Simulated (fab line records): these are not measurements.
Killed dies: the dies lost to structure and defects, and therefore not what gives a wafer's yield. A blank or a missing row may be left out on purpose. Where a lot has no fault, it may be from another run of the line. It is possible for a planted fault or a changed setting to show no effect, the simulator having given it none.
fab line records    flow n5_finfet
record: lots: 7  wafers: 21
route steps=1938 shown BEOL_M5@1123 BEOL_M6@1221 BEOL_M7@1308
start_h: the number of hours between the record's first day and the start of the first shown wafer of the lot    wait_h: hours from the lot's prior step to this one    " as in the row above    L1.1+2: a row that stands for several wafers    - value missing, or start not given    * or withheld: withheld    < > ~ a bound
route shown NAME@n: a module of which the file shows steps, and the number in the route of the first    usual: average and standard deviation across the fault-free wafers    same: alike in all rows    chamber/n: place in a boat    sites: readings site by site    _std_site: how widely they spread, as a standard deviation    _edge_site: the outer-site mean with the inner-site mean subtracted    radius_mm: how far each site lies from the wafer's centre    mask NAME#n: copy n    behind: the last tool/chamber to shape the wafer    hold: the reason the lot was held/the length of the hold in hours/how it ended    device: the n, p or np transistor that did not switch    end of line: at the end of the route, the tests of the same wafers    where a step has no rows: the recipe by itself    killed: dies lost to structure and defects at the first sort, not the wafer's yield    map: a wafer's dies, x killed, . not, _ none there
set.NAME: setting as actually run; set.NAME@STEP: the setting as run at that earlier step    model.NAME: the simulator's own value behind a step, which no gauge read
lots where settings were altered on purpose, with a table for each step and a row for each wafer
== steps ==
step: N5_BEOL_M5_EXPOSE_08
recipe: mask_id: M5  na: 0.33  source_shape: annular  sigma_inner: 0.4  sigma_outer: 0.8  polarization: unpolarized  target_cd_nm: 28  dose_mj: 35.75
lot.wafer   tool            chamber  start_h  wait_h  mask  set.dose_mj
L075.1      euv_scanner-01  0        189.02   -       M5#0  35.75
L075.4+5    "               0        "        "       M5#0  33.35
L080.3+4+6  euv_scanner-01  0        223.92   -       M5#0  35.75
L085.4+6    euv_scanner-01  0        240.64   -       M5#0  35.75
L085.5      "               0        "        "       M5#0  33.88
L083.3+5+6  euv_scanner-02  0        244.41   -       M5#0  35.75
L084.1+2+5  euv_scanner-02  0        248.95   -       M5#0  35.75
L090.2+3    euv_scanner-02  0        282.81   -       M5#0  37.18
L090.6      "               0        "        "       M5#0  35.75
L092.1+2+4  euv_scanner-02  0        287.73   -       M5#0  35.75
step: N5_BEOL_M5_PEB_09
recipe: peb_temp_c: 100  peb_time_s: 60  resist: CAR-EUV
step: N5_BEOL_M5_DEVELOP_10
recipe: develop_time_s: 30  developer: TMAH  resist: CAR-EUV  rinse_liquid: surfactant_rinse  dry: air_spin  dev_temp_c: 23
step: N5_BEOL_M5_CD_MEAS_11
recipe: target_cd_nm: 27.74  landing_energy_ev: 500  detector: se_inlens
usual: cd_nm: 28.12/0.26
lot.wafer  tool       chamber  start_h  wait_h  set.dose_mj@BEOL_M5_EXPOSE_08  cd_nm
L075.1     cd_sem-02  0        189.15   -       35.75                          28.14
L075.4     "          0        "        "       33.35                          26.18
L075.5     "          0        "        "       33.35                          26.30
L080.3     cd_sem-03  0        224.04   -       35.75                          27.79
L080.4     "          0        "        "       35.75                          27.75
L080.6     "          0        "        "       35.75                          28.20
L085.4     cd_sem-03  0        240.75   -       35.75                          28.44
L085.5     "          0        "        "       33.88                          26.73
L085.6     "          0        "        "       35.75                          28.09
L083.3     cd_sem-03  0        244.53   -       35.75                          27.99
L083.5     "          0        "        "       35.75                          27.99
L083.6     "          0        "        "       35.75                          27.98
L084.1     cd_sem-01  0        249.08   -       35.75                          28.36
L084.2     "          0        "        "       35.75                          28.04
L084.5     "          0        "        "       35.75                          28.23
L090.2     cd_sem-02  0        282.93   -       37.18                          28.71
L090.3     "          0        "        "       37.18                          29.07
L090.6     "          0        "        "       35.75                          28.08
L092.1     cd_sem-02  0        287.85   -       35.75                          28.13
L092.2     "          0        "        "       35.75                          27.75
L092.4     "          0        "        "       35.75                          28.24
step: N5_BEOL_M5_DESCUM_16
recipe: chemistry: O2  time_s: 7  source_power_w: 50  bias_power_w: 20  pressure_mtorr: 20  rf_frequency_hz: 2.712e+07  temp_c: 40  resist: CAR-EUV  o2_flow_sccm: 225
lot.wafer  tool         chamber  start_h  wait_h  set.dose_mj@BEOL_M5_EXPOSE_08  model.BEOL_M5.cd_nm
L075.1     rie_diel-05  1        189.44   0.2     35.75                          28.2
L075.4     "            0        "        "       33.35                          26.6
L075.5     "            2        "        "       33.35                          26
L080.3     rie_diel-05  0        224.16   0.0     35.75                          28.2
L080.4     "            2        "        "       35.75                          27.6
L080.6     "            1        "        "       35.75                          28
L085.4     rie_diel-05  2        241.20   0.4     35.75                          27.8
L085.5     "            3        "        "       33.88                          26.4
L085.6     "            0        "        "       35.75                          28
L083.3+5   rie_diel-04  0,2      244.65   0.0     35.75                          28
L083.6     "            1        "        "       35.75                          28.2
L084.1     rie_diel-05  0        249.20   0.0     35.75                          28.2
L084.2     "            3        "        "       35.75                          28
L084.5     "            3        "        "       35.75                          27.8
L090.2     rie_diel-01  3        283.06   0.0     37.18                          28.8
L090.3     "            3        "        "       37.18                          29
L090.6     "            3        "        "       35.75                          28
L092.1+2   rie_diel-05  3,1      288.25   0.3     35.75                          28
L092.4     "            0        "        "       35.75                          28.4
step: N5_BEOL_M5_ETCH_72
recipe: chemistry: N2/H2  target: underlayer  target_depth_a: 65  mask_material: CAR-EUV  time_s: 5.2  ion_energy_ev: 200  pressure_mtorr: 30  source_w: 840  bias_w: 150  n2_flow_sccm: 200  h2_flow_sccm: 200  ends: cleared
lot.wafer  tool         chamber  start_h  wait_h  set.spin_rpm@BEOL_M5_COAT_71  set.dose_mj@BEOL_M5_EXPOSE_08  model.BEOL_M5.cd_nm  model.etch.depth_nm
L075.1     rie_diel-05  1        189.47   0.0     1500                          35.75                          28.2                 5.013
L075.4     "            0        "        "       1500                          33.35                          26.6                 5.002
L075.5     "            2        "        "       1334                          33.35                          26.2                 5.297
L080.3     rie_diel-05  0        224.19   0.0     1500                          35.75                          28                   5.007
L080.4     "            2        "        "       1500                          35.75                          27.6                 5.005
L080.6     "            1        "        "       1500                          35.75                          27.8                 5.005
L085.4     rie_diel-05  2        241.24   0.0     1500                          35.75                          27.8                 5.007
L085.5     "            3        "        "       1500                          33.88                          26.4                 5.003
L085.6     "            0        "        "       1500                          35.75                          27.8                 4.989
L083.3     rie_diel-04  0        244.69   0.0     1500                          35.75                          28                   4.984
L083.5     "            2        "        "       1615                          35.75                          28                   4.808
L083.6     "            1        "        "       1615                          35.75                          28.2                 4.809
L084.1     rie_diel-05  0        249.23   0.0     1500                          35.75                          28.2                 4.996
L084.2     "            3        "        "       1500                          35.75                          27.8                 4.992
L084.5     "            3        "        "       1500                          35.75                          27.6                 4.992
L090.2     rie_diel-01  3        283.11   0.0     1349                          37.18                          29                   5.296
L090.3     "            3        "        "       1500                          37.18                          29                   5.009
L090.6     "            3        "        "       1500                          35.75                          28.2                 5.003
L092.1     rie_diel-05  3        288.28   0.0     1500                          35.75                          28                   5.001
L092.2     "            1        "        "       1500                          35.75                          28                   5.011
L092.4     "            0        "        "       1500                          35.75                          28.4                 4.99
step: N5_BEOL_M5_ETCH_61
recipe: chemistry: CF4  target: SiARC  target_depth_a: 156  mask_material: CAR-EUV  time_s: 26  ion_energy_ev: 80  pressure_mtorr: 40  source_w: 545  bias_w: 36  Ar_flow_sccm: 100  cf4_flow_sccm: 100  ends: cleared
step: N5_BEOL_M5_ETCH_62
recipe: chemistry: N2/H2  target: SOC  target_depth_a: 750  overetch_a: 150  mask_material: SiARC  temp_c: 40  time_s: 112.5  ion_energy_ev: 200  pressure_mtorr: 30  source_w: 840  bias_w: 150  n2_flow_sccm: 200  h2_flow_sccm: 200
lot.wafer  tool         chamber  start_h  wait_h  set.dose_mj@BEOL_M5_EXPOSE_08  model.BEOL_M5.cd_nm
L075.1     rie_diel-05  1        189.52   0.0     35.75                          28.2
L075.4     "            0        "        "       33.35                          26.6
L075.5     "            2        "        "       33.35                          26
L080.3     rie_diel-05  0        224.24   0.0     35.75                          28
L080.4     "            2        "        "       35.75                          27.2
L080.6     "            1        "        "       35.75                          27.8
L085.4+6   rie_diel-05  2,0      241.28   0.0     35.75                          27.6
L085.5     "            3        "        "       33.88                          26.6
L083.3     rie_diel-04  0        244.73   0.0     35.75                          27.6
L083.5     "            2        "        "       35.75                          28.2
L083.6     "            1        "        "       35.75                          28
L084.1     rie_diel-05  0        249.28   0.0     35.75                          28.4
L084.2+5   "            3        "        "       35.75                          28
L090.2     rie_diel-01  3        283.18   0.0     37.18                          29.2
L090.3     "            3        "        "       37.18                          29.4
L090.6     "            3        "        "       35.75                          28.4
L092.1+4   rie_diel-05  3,0      288.33   0.0     35.75                          28.2
L092.2     "            1        "        "       35.75                          27.6
step: N5_BEOL_M5_STRIP_63
recipe: chemistry: N2/H2  temp_c: 40  n2_flow_sccm: 200  h2_flow_sccm: 200  rf_frequency_hz: 6e+07
step: N5_BEOL_M5_STRIP_73
recipe: chemistry: N2/H2  temp_c: 40  n2_flow_sccm: 200  h2_flow_sccm: 200  rf_frequency_hz: 6e+07
step: N5_BEOL_M5_HM_OPEN_17
recipe: chemistry: Cl2/BCl3  target_depth_a: 200  overetch_a: 60  target: TiN  mask_material: SOC  ion_energy_ev: 150  pressure_mtorr: 10  icp_w: 1000  bias_w: 126  Cl2_flow_sccm: 53.25  bcl3_flow_sccm: 21.75  Ar_flow_sccm: 25
step: N5_BEOL_M5_STRIP_19
recipe: chemistry: O2  power_w: 400  temp_c: 40  pressure_mtorr: 30  rf_frequency_hz: 6e+07  bias_power_w: 0  overash_fraction: 0.2  o2_flow_sccm: 225
step: N5_BEOL_M5_CD_MEAS_18
recipe: pitch_nm: 56  target_cd_nm: 28
usual: cd_nm: 28.1/0.37
lot.wafer  tool       chamber  start_h  wait_h  set.dose_mj@BEOL_M5_EXPOSE_08  cd_nm
L075.1     cd_sem-02  -        189.87   0.0     35.75                          28.2
L075.4     "          -        "        "       33.35                          26.7
L075.5     "          -        "        "       33.35                          26.2
L080.3     cd_sem-02  -        224.59   0.1     35.75                          27.8
L080.4     "          -        "        "       35.75                          27.6
L080.6     "          -        "        "       35.75                          27.8
L085.4     cd_sem-02  -        241.64   0.0     35.75                          27.8
L085.5     "          -        "        "       33.88                          26.5
L085.6     "          -        "        "       35.75                          27.5
L083.3     cd_sem-01  -        245.08   0.1     35.75                          28.1
L083.5     "          -        "        "       35.75                          27.9
L083.6     "          -        "        "       35.75                          28.5
L084.1     cd_sem-01  -        249.72   0.0     35.75                          28.4
L084.2     "          -        "        "       35.75                          28.4
L084.5     "          -        "        "       35.75                          27.8
L090.2     cd_sem-01  -        283.70   0.1     37.18                          29.6
L090.3     "          -        "        "       37.18                          29.6
L090.6     "          -        "        "       35.75                          28.3
L092.1     cd_sem-02  -        288.80   0.0     35.75                          28.3
L092.2     "          -        "        "       35.75                          27.6
L092.4     "          -        "        "       35.75                          27.9
step: N5_BEOL_M5_COAT_65
recipe: resist: SOC  temp_c: 250  time_s: 60  spin_rpm: 1500  resist_thk_nm: 60
step: N5_BEOL_M5_COAT_66
recipe: resist: SiARC  temp_c: 220  time_s: 60  spin_rpm: 1500  resist_thk_nm: 12
step: N5_BEOL_M5_DESCUM_33
recipe: chemistry: O2  time_s: 7  source_power_w: 50  bias_power_w: 20  pressure_mtorr: 20  rf_frequency_hz: 2.712e+07  temp_c: 40  resist: CAR-EUV  o2_flow_sccm: 225
step: N5_BEOL_M5_ETCH_75
recipe: chemistry: N2/H2  target: underlayer  target_depth_a: 65  mask_material: CAR-EUV  time_s: 5.2  ion_energy_ev: 200  pressure_mtorr: 30  source_w: 840  bias_w: 150  n2_flow_sccm: 200  h2_flow_sccm: 200  ends: cleared
lot.wafer  tool         chamber  start_h  wait_h  set.dose_mj@BEOL_M5_EXPOSE_08  model.BEOL_M5.cd_nm
L075.1     rie_diel-05  2        191.25   0.0     35.75                          28.4
L075.4     "            1        "        "       33.35                          26.6
L075.5     "            0        "        "       33.35                          26
L080.3+6   rie_diel-01  1        225.18   0.0     35.75                          27.6
L080.4     "            0        "        "       35.75                          27.2
L085.4+6   rie_diel-04  2,1      243.53   0.0     35.75                          27.8
L085.5     "            2        "        "       33.88                          26.6
L083.3     rie_diel-04  3        245.70   0.0     35.75                          28
L083.5     "            0        "        "       35.75                          28.2
L083.6     "            3        "        "       35.75                          28.4
L084.1+2   rie_diel-01  1,3      251.89   0.0     35.75                          28.6
L084.5     "            1        "        "       35.75                          28.2
L090.2+3   rie_diel-04  3,0      284.40   0.0     37.18                          29.8
L090.6     "            2        "        "       35.75                          28.8
L092.1+4   rie_diel-04  2,3      293.02   0.0     35.75                          28.2
L092.2     "            1        "        "       35.75                          27.4
step: N5_BEOL_M5_ETCH_67
recipe: chemistry: CF4  target: SiARC  target_depth_a: 156  mask_material: CAR-EUV  time_s: 26  ion_energy_ev: 80  pressure_mtorr: 40  source_w: 545  bias_w: 36  Ar_flow_sccm: 100  cf4_flow_sccm: 100  ends: cleared
step: N5_BEOL_M5_ETCH_68
recipe: chemistry: N2/H2  target: SOC  target_depth_a: 800  overetch_a: 160  mask_material: SiARC  temp_c: 40  time_s: 120  ion_energy_ev: 200  pressure_mtorr: 30  source_w: 840  bias_w: 150  n2_flow_sccm: 200  h2_flow_sccm: 200
step: N5_BEOL_M5_STRIP_91
recipe: chemistry: N2/H2  time_s: 10  power_w: 450  temp_c: 40  pressure_mtorr: 20  rf_frequency_hz: 6e+07  bias_power_w: 7  n2_flow_sccm: 200  h2_flow_sccm: 200
step: N5_BEOL_M5_HM_STRIP_39
recipe: chemistry: peroxide_tin_strip  material: TiN  target_depth_a: 250  temp_c: 50  time_s: 158
lot.wafer   tool          chamber  start_h  wait_h  set.temp_c@BEOL_M5_PECVD_70  model.SiO2_of_BEOL_M5_PECVD_70.thk_nm
L075.1      wet_bench-01  6        191.66   0.0     409.4                        14.8
L075.4      "             5        "        "       400                          16.4
L075.5      "             1        "        "       400                          16.2
L080.3      wet_bench-02  7        225.59   0.0     400                          15.8
L080.4+6    "             6,3      "        "       400                          16.4
L085.4+5    wet_bench-06  0,3      243.95   0.0     400                          15.8
L085.6      "             4        "        "       391.3                        16.8
L083.3      wet_bench-02  1        246.12   0.0     400                          15.8
L083.5      "             2        "        "       400                          16.2
L083.6      "             5        "        "       405.8                        15.2
L084.1+2+5  wet_bench-02  0,7,4    252.31   0.0     400                          16
L090.2+6    wet_bench-01  6,5      284.82   0.0     400                          16.2
L090.3      "             1        "        "       412.3                        14.6
L092.1      wet_bench-02  1        293.43   0.0     400                          15.8
L092.2+4    "             7,4      "        "       400                          16.2
step: N5_BEOL_M5_SRD_40
recipe: time_s: 30  temp_c: 23  rinse_liquid: diw  dry: ipa_marangoni
step: N5_BEOL_M5_PRECLEAN_42
recipe: chemistry: residue_remover  time_s: 60  temp_c: 40
step: N5_BEOL_M5_SRD_43
recipe: time_s: 30  temp_c: 23  rinse_liquid: diw  dry: ipa_marangoni
step: N5_BEOL_M5_CD_MEAS_35
recipe: target_cd_nm: 28  target_cd_y_nm: 24  polarity: opening
usual: cd_nm: 28.1/0.37
lot.wafer  tool       chamber  start_h  wait_h  set.dose_mj@BEOL_M5_EXPOSE_08  cd_nm
L075.1     cd_sem-03  -        191.78   0.0     35.75                          28.3
L075.4     "          -        "        "       33.35                          26.8
L075.5     "          -        "        "       33.35                          26.2
L080.3     cd_sem-03  -        225.72   0.0     35.75                          27.5
L080.4     "          -        "        "       35.75                          27.8
L080.6     "          -        "        "       35.75                          27.9
L085.4     cd_sem-01  -        244.07   0.0     35.75                          27.6
L085.5     "          -        "        "       33.88                          26.6
L085.6     "          -        "        "       35.75                          27.3
L083.3     cd_sem-02  -        246.24   0.0     35.75                          27.5
L083.5     "          -        "        "       35.75                          28.1
L083.6     "          -        "        "       35.75                          28.4
L084.1     cd_sem-03  -        252.43   0.0     35.75                          27.6
L084.2     "          -        "        "       35.75                          28.3
L084.5     "          -        "        "       35.75                          28.0
L090.2     cd_sem-01  -        284.94   0.0     37.18                          29.3
L090.3     "          -        "        "       37.18                          29.4
L090.6     "          -        "        "       35.75                          28.4
L092.1     cd_sem-03  -        293.56   0.0     35.75                          28.0
L092.2     "          -        "        "       35.75                          27.8
L092.4     "          -        "        "       35.75                          28.3
step: N5_BEOL_M6_COAT_22
recipe: resist: CAR-EUV  spin_rpm: 1500  resist_thk_nm: 30
lot.wafer   tool            chamber  start_h  wait_h  set.spin_rpm  model.CAR-EUV_of_BEOL_M6_COAT_22.thk_nm
L075.1+4    litho_track-02  0        -        -       1659          28.4
L075.5      "               0        "        "       1500          29.8
L080.3+6    litho_track-01  0        -        -       1500          30
L080.4      "               0        "        "       1372          31.4
L085.4      litho_track-02  0        -        -       1500          30
L085.5+6    "               0        "        "       1339          31.8
L083.3+5+6  litho_track-02  0        -        -       1500          30
L084.1+2+5  litho_track-04  0        -        -       1500          30
L090.2+3    litho_track-02  0        -        -       1351          31.6
L090.6      "               0        "        "       1500          30
L092.1      litho_track-01  0        -        -       1388          31.2
L092.2+4    "               0        "        "       1500          30
step: N5_BEOL_M6_ETCH_66
recipe: chemistry: N2/H2  target: SOC  target_depth_a: 800  overetch_a: 160  mask_material: SiARC  temp_c: 40  time_s: 120  ion_energy_ev: 200  pressure_mtorr: 30  source_w: 840  bias_w: 150  n2_flow_sccm: 200  h2_flow_sccm: 200
usual: rf_vpp_V: 524.0/2.1
lot.wafer  tool         chamber  start_h  wait_h  set.bias_w  rf_vpp_V  model.SiARC_of_BEOL_M6_COAT_64.thk_nm
L075.1     rie_diel-03  1        202.46   0.0     150         524.2     6.4
L075.4     "            2        "        "       134.4       489.9     7.2
L075.5     "            0        "        "       134.4       490.9     7
L080.3     rie_diel-03  3        239.29   0.0     150         524.0     6.4
L080.4     "            1        "        "       135.4       492.6     7.2
L080.6     "            3        "        "       135.4       490.4     7.2
L085.4     rie_diel-06  2        257.70   0.0     150         520.8     6.6
L085.5     "            0        "        "       150         522.2     6.6
L085.6     "            1        "        "       150         520.1     6.2
L083.3     rie_diel-03  0        261.51   0.0     150         527.2     6.2
L083.5     "            0        "        "       135         493.0     7
L083.6     "            1        "        "       150         525.0     6.4
L084.1     rie_diel-06  0        264.61   0.0     150         522.5     6.6
L084.2     "            1        "        "       150         521.3     6.4
L084.5     "            2        "        "       150         520.8     6.8
L090.2     rie_diel-03  0        298.67   0.0     138.4       500.4     6.8
L090.3     "            2        "        "       150         526.4     6.4
L090.6     "            1        "        "       138.4       498.4     7
L092.1     rie_diel-06  1        305.76   0.0     150         521.4     6.2
L092.2     "            0        "        "       150         522.6     6.6
L092.4     "            3        "        "       166.8       561.2     5.6
step: N5_BEOL_M7_TRENCH_ETCH_37
recipe: chemistry: C4F6/O2  target_depth_a: 934.78  target: SiCOH_lowk  time_s: 31.2  ion_energy_ev: 250  pressure_mtorr: 30  source_w: 345  bias_w: 185  Ar_flow_sccm: 300  C4F6_flow_sccm: 10  O2_flow_sccm: 10
usual: rf_vpp_V: 664/14
lot.wafer  tool         chamber  start_h  wait_h  set.source_w  rf_vpp_V  model.etch.depth_nm  model.BEOL_M7.feature_depth_nm
L075.1     rie_diel-05  1        -        -       293.1         711       86.84                86.8
L075.4     "            2        "        "       345           651       91.64                91.6
L075.5     "            2        "        "       293.1         707       87.06                87
L080.3     rie_diel-04  2        -        -       325.4         691       94.28                94.2
L080.4     "            1        "        "       325.4         708       92.12                92.2
L080.6     "            2        "        "       345           669       97.28                97.2
L085.4     rie_diel-04  3        -        -       345           669       93.72                93.8
L085.5     "            0        "        "       345           644       93.87                93.8
L085.6     "            2        "        "       319.9         697       93.31                93.4
L083.3     rie_diel-05  2        -        -       373.8         623       95.4                 95.4
L083.5     "            2        "        "       373.8         622       94.88                94.8
L083.6     "            3        "        "       345           660       90.28                90.2
L084.1     rie_diel-05  2        -        -       345           650       92.46                92.4
L084.2     "            1        "        "       345           654       92.83                92.8
L084.5     "            2        "        "       345           650       92.54                92.6
L090.2     rie_diel-04  3        -        -       363.6         652       96                   96
L090.3     "            1        "        "       363.6         667       100                  100
L090.6     "            1        "        "       345           687       98.78                98.8
L092.1     rie_diel-01  2        -        -       345           677       93.45                93.4
L092.2     "            3        "        "       285.3         743       84.22                84.2
L092.4     "            1        "        "       345           675       93.19                93.2
step: N5_BEOL_M7_ETCH_41
recipe: chemistry: CH3F/O2  target: SiCN  target_depth_a: 319  taper_deg: 2  time_s: 57.8  ion_energy_ev: 120  mask_material: TiN  pressure_mtorr: 30  source_w: 395  bias_w: 75  Ar_flow_sccm: 150  CH3F_flow_sccm: 30  O2_flow_sccm: 20
usual: rf_vpp_V: 297.4/1.4
lot.wafer  tool         chamber  start_h  wait_h  set.source_w  rf_vpp_V  model.etch.depth_nm
L075.1     rie_diel-05  1        -        -       415.1         291.8     22.16
L075.4     "            2        "        "       395           297.6     21.45
L075.5     "            2        "        "       395           295.8     21.42
L080.3     rie_diel-04  2        -        -       461.9         282.6     24
L080.4     "            1        "        "       395           297.6     21.93
L080.6     "            2        "        "       461.9         281.2     24.01
L085.4     rie_diel-04  3        -        -       395           297.0     21.71
L085.5     "            0        "        "       414.2         293.9     22.37
L085.6     "            2        "        "       395           296.6     22.47
L083.3     rie_diel-05  2        -        -       395           296.0     21.64
L083.5     "            2        "        "       395           296.3     21.45
L083.6     "            3        "        "       395           297.5     21.09
L084.1     rie_diel-05  2        -        -       395           297.1     21.72
L084.2     "            1        "        "       395           297.2     21.65
L084.5     "            2        "        "       395           296.2     21.65
L090.2     rie_diel-04  3        -        -       395           299.4     21.91
L090.3     "            1        "        "       395           298.5     22.93
L090.6     "            1        "        "       395           297.6     23.08
L092.1     rie_diel-01  2        -        -       395           295.8     21.87
L092.2     "            3        "        "       332.4         311.9     19.69
L092.4     "            1        "        "       332.4         315.0     20.32
== key ==
split: step: N5_BEOL_M5_EXPOSE_08  setting: dose_mj  stated: 35.75  by: wafer
response: step: N5_BEOL_M5_CD_MEAS_11  reading: cd_nm  change: +0.272  per: 1%  r: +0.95
response: step: N5_BEOL_M5_DESCUM_16  reading: model.BEOL_M5.cd_nm  change: +0.274  per: 1%  r: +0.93
response: step: N5_BEOL_M5_ETCH_72  reading: model.BEOL_M5.cd_nm  change: +0.256  per: 1%  r: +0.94
response: step: N5_BEOL_M5_ETCH_62  reading: model.BEOL_M5.cd_nm  change: +0.244  per: 1%  r: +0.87
response: step: N5_BEOL_M5_CD_MEAS_18  reading: cd_nm  change: +0.258  per: 1%  r: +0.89
response: step: N5_BEOL_M5_ETCH_75  reading: model.BEOL_M5.cd_nm  change: +0.276  per: 1%  r: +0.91
response: step: N5_BEOL_M5_CD_MEAS_35  reading: cd_nm  change: +0.231  per: 1%  r: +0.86
split: step: N5_BEOL_M6_COAT_22  setting: spin_rpm  stated: 1500  by: wafer
response: step: N5_BEOL_M6_COAT_22  reading: model.CAR-EUV_of_BEOL_M6_COAT_22.thk_nm  change: -0.156  per: 1%  r: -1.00
split: step: N5_BEOL_M6_ETCH_66  setting: bias_w  stated: 150  by: wafer
response: step: N5_BEOL_M6_ETCH_66  reading: rf_vpp_V  change: +3.37  per: 1%  r: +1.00
response: step: N5_BEOL_M6_ETCH_66  reading: model.SiARC_of_BEOL_M6_COAT_64.thk_nm  change: -0.0715  per: 1%  r: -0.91
split: step: N5_BEOL_M7_TRENCH_ETCH_37  setting: source_w  stated: 345  by: wafer
response: step: N5_BEOL_M7_TRENCH_ETCH_37  reading: rf_vpp_V  change: -4.17  per: 1%  r: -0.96
response: step: N5_BEOL_M7_TRENCH_ETCH_37  reading: model.etch.depth_nm  change: +0.41  per: 1%  r: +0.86
response: step: N5_BEOL_M7_TRENCH_ETCH_37  reading: model.BEOL_M7.feature_depth_nm  change: +0.409  per: 1%  r: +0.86
split: step: N5_BEOL_M7_ETCH_41  setting: source_w  stated: 395  by: wafer
response: step: N5_BEOL_M7_ETCH_41  reading: rf_vpp_V  change: -0.994  per: 1%  r: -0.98
response: step: N5_BEOL_M7_ETCH_41  reading: model.etch.depth_nm  change: +0.119  per: 1%  r: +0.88
split outside_this_file step=N5_BEOL_M5_PECVD_70 setting=temp_c
split outside_this_file step=N5_BEOL_M5_COAT_71 setting=spin_rpm
split outside_this_file: this setting was split too, and the file shows its column; the key of that split is in another file
